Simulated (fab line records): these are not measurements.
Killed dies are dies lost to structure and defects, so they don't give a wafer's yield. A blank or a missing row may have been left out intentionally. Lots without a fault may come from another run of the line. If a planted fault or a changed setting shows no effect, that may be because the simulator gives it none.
Which of the tools did it? -- flow nand-harc -- 14 lots with 40 wafers sampled at 4 steps, on a route of 1159 steps

WHAT THE GAUGES READ, wafer by wafer
No reading from a measuring or inspecting step in the record can be judged against a usual standard deviation.

WHAT TOOL EACH LOT RAN ON (gives the tool, then ch and the chambers of the sampled wafers, and finally the start)
lot,NHARC_A_WL_FILL_CVD_03,NHARC_A_WL_FILL_ETCHBACK_04,NHARC_A_WL_FILL_ETCHBACK_26,NHARC_A_CONTACT_DEP_28
L578,"cvd-w-02 ch 0,1, day 14 22:44","rie-metal-03 ch 0,1, day 15 02:04","rie-si-01 ch 0,1,2, day 15 20:46","acl-dep-02 ch 0, day 16 08:04"
L579,"cvd-w-01 ch 0,1, day 15 00:18","rie-metal-02 ch 0,1, day 15 02:44","rie-si-04 ch 1,2,3, day 15 17:45","acl-dep-02 ch 0, day 16 04:22"
L581,"cvd-w-01 ch 0,1, day 15 08:33","rie-metal-01 ch 0, day 15 11:25","rie-si-04 ch 0,1,3, day 16 03:25","acl-dep-01 ch 0, day 16 14:35"
L580,"cvd-w-02 ch 0,1, day 15 10:34","rie-metal-02 ch 0,1, day 15 13:50","rie-si-05 ch 2,3, day 16 03:25","acl-dep-02 ch 0, day 16 13:49"
L584,"cvd-w-01 ch 0,1, day 16 13:51","rie-metal-01 ch 0,1, day 16 16:16","rie-si-05 ch 1,3, day 17 09:25","acl-dep-03 ch 0, day 17 21:36"
L588,"cvd-w-02 ch 0,1, day 17 17:28","rie-metal-03 ch 0, day 17 20:50","rie-si-04 ch 0,1,2, day 18 19:13","acl-dep-02 ch 0, day 19 02:17"
L589,"cvd-w-01 ch 1, day 18 03:55","rie-metal-03 ch 1, day 18 07:15","rie-si-01 ch 0, day 19 00:15","acl-dep-03 ch 0, day 19 07:00"
L593,"cvd-w-02 ch 0,1, day 18 14:52","rie-metal-02 ch 0,1, day 18 17:20","rie-si-05 ch 1,2, day 19 09:12","acl-dep-01 ch 0, day 19 18:44"
L592,"cvd-w-01 ch 0, day 18 15:18","rie-metal-03 ch 0,1, day 18 18:11","rie-si-01 ch 0,1, day 19 09:14","acl-dep-02 ch 0, day 19 18:19"
L597,"cvd-w-01 ch 0,1, day 19 08:21","rie-metal-02 ch 0,1, day 19 11:40","rie-si-05 ch 0,1, day 20 02:00","acl-dep-03 ch 0, day 20 13:02"
L595,"cvd-w-02 ch 0,1, day 19 16:08","rie-metal-03 ch 0,1, day 19 19:02","rie-si-04 ch 0,2, day 20 10:52","acl-dep-03 ch 0, day 20 19:01"
L599,"cvd-w-01 ch 0,1, day 20 04:32","rie-metal-03 ch 1, day 20 07:23","rie-si-05 ch 1,2, day 20 23:40","acl-dep-03 ch 0, day 21 15:55"
L600,"cvd-w-02 ch 0,1, day 20 10:46","rie-metal-02 ch 0,1, day 20 14:04","rie-si-05 ch 1,2,3, day 21 07:17","acl-dep-01 ch 0, day 21 20:55"
L601,"cvd-w-02 ch 0,1, day 20 22:49","rie-metal-01 ch 0,1, day 21 02:07","rie-si-05 ch 1,2,3, day 21 15:24","acl-dep-03 ch 0, day 22 01:44"
- NHARC_A_WL_FILL_CVD_03: deposits W, target thk 40 nm, time 3302 s.
- NHARC_A_WL_FILL_ETCHBACK_04: etches the open film in NF3, target depth 60 nm, time 120 s.
- NHARC_A_WL_FILL_ETCHBACK_26: etches the open film in HBr, target depth 52 nm, time 13.3 s.
- NHARC_A_CONTACT_DEP_28: deposits aC, target thk 3600 nm.

AS READ BY THE TOOLS THEMSELVES (means over the sampled wafers that have a number; for cases with no such wafer, the mark the record gives instead)
NHARC_A_WL_FILL_CVD_03.
lot,tool,heater-power-outer-w (W),heater-power-w (W),throttle-valve-pct (%)
L578,cvd-w-02,272,527,8.08
L579,cvd-w-01,233,427,7.63
L581,cvd-w-01,225,411,7.62
L580,cvd-w-02,259,511,7.77
L584,cvd-w-01,224,413,7.46
L588,cvd-w-02,275,514,7.80
L589,cvd-w-01,238,455,7.79
L593,cvd-w-02,251,486,7.71
L592,cvd-w-01,224,393,7.55
L597,cvd-w-01,236,442,7.66
L595,cvd-w-02,253,498,7.96
L599,cvd-w-01,229,414,7.66
L600,cvd-w-02,272,509,7.92
L601,cvd-w-02,274,515,7.88

NHARC_A_WL_FILL_ETCHBACK_04.
lot,tool,chamber-pressure-mTorr (mTorr),drypump-motor-current-A (A),oes-product-au (a.u.),run-length-s (s)
L578,rie-metal-03,300.0,5.4,0.994,141.04
L579,rie-metal-02,300.1,5.3,1.000,140.81
L581,rie-metal-01,300.0,5.2,1.000,141.37
L580,rie-metal-02,300.0,5.3,0.999,140.85
L584,rie-metal-01,299.9,5.5,0.995,141.29
L588,rie-metal-03,299.7,5.4,0.988,140.87
L589,rie-metal-03,300.2,5.3,0.992,141.19
L593,rie-metal-02,300.2,5.3,1.001,141.26
L592,rie-metal-03,300.1,5.3,0.989,141.06
L597,rie-metal-02,299.7,5.7,1.000,141.00
L595,rie-metal-03,300.1,5.4,0.994,141.20
L599,rie-metal-03,299.9,5.4,0.990,141.01
L600,rie-metal-02,300.2,5.3,1.000,140.83
L601,rie-metal-01,299.7,5.5,1.003,141.30

NHARC_A_WL_FILL_ETCHBACK_26.
lot,tool,chamber-pressure-mTorr (mTorr),drypump-motor-current-A (A),hbr-flow-sccm (sccm),oes-product-au (a.u.),run-length-s (s),throttle-valve-pct (%)
L578,rie-si-01,15.002,5.4,150.1,0.999,34.5,23.283
L579,rie-si-04,15.012,5.4,150.1,0.998,34.5,23.269
L581,rie-si-04,15.001,5.5,149.9,0.987,34.3,23.270
L580,rie-si-05,14.998,5.9,149.9,0.995,34.6,23.258
L584,rie-si-05,14.990,6.0,150.5,0.989,34.6,23.268
L588,rie-si-04,15.007,5.5,150.1,1.003,34.7,23.259
L589,rie-si-01,14.994,5.5,149.8,1.002,33.4,23.265
L593,rie-si-05,14.997,5.9,150.3,1.002,34.8,23.255
L592,rie-si-01,14.998,5.5,150.7,1.016,32.9,23.276
L597,rie-si-05,14.989,5.9,149.8,0.996,34.6,23.276
L595,rie-si-04,15.008,5.0,149.8,1.004,34.8,23.268
L599,rie-si-05,14.999,6.0,149.9,1.010,34.4,23.268
L600,rie-si-05,14.989,6.0,149.9,1.007,34.6,23.261
L601,rie-si-05,15.001,6.0,149.7,1.008,34.7,23.261

NHARC_A_CONTACT_DEP_28.
lot,tool,throttle-valve-pct (%)
L578,acl-dep-02,35.005
L579,acl-dep-02,35.002
L581,acl-dep-01,34.996
L580,acl-dep-02,35.006
L584,acl-dep-03,35.003
L588,acl-dep-02,35.000
L589,acl-dep-03,34.999
L593,acl-dep-01,35.004
L592,acl-dep-02,35.002
L597,acl-dep-03,34.995
L595,acl-dep-03,35.008
L599,acl-dep-03,34.991
L600,acl-dep-01,34.988
L601,acl-dep-03,35.005

THE ANSWER, worked out from the rows above alone
Rule: usual is defined by the lots themselves. Put in order of their means at a reading, lots are off if they are a third of the lots or fewer, leave a main group of 4 or more, and stand apart from it by a gap of 3 or more times the standard deviation of the main group's means; of several such gaps the widest counts. Not used: any main group whose means are identical at the precision the tables above print for the reading. A lot without any number at a reading at which 4 lots or more have one is off too. All remaining lots with rows at the step are treated as sound. After the gauges, taken in route order, come the tools' own readings; for these a lot's mean is taken, as printed above. The first step at which some lot is off is used, and at that step the reading that is off furthest; a lot without a number counts as furthest.
Off, at NHARC_A_WL_FILL_ETCHBACK_26 on run-length-s: L589, L592. For the main group the mean is 34.6 s and the standard deviation 0.14.
If a tool, at that step or one of the process steps before it, ran each lot that is off and ran no sound lot following the first of them, it fits. One fits: rie-si-01 at NHARC_A_WL_FILL_ETCHBACK_26. Its last sound lot is L578 (day 15 20:46), its first lot that is off L589 (day 19 00:15): a fault that began between those two fits.
The tool's own readings at NHARC_A_WL_FILL_ETCHBACK_26 bear it out: on the lots that are off they differ by more than 5 times the standard deviation of the sound lots' means. run-length-s reads 33.1 s there against 34.6 s on the sound lots.

WHAT THE SIMULATOR HAD PUT IN
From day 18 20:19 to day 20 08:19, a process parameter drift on rie-si-01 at NHARC_A_WL_FILL_ETCHBACK_26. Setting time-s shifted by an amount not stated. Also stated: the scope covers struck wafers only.
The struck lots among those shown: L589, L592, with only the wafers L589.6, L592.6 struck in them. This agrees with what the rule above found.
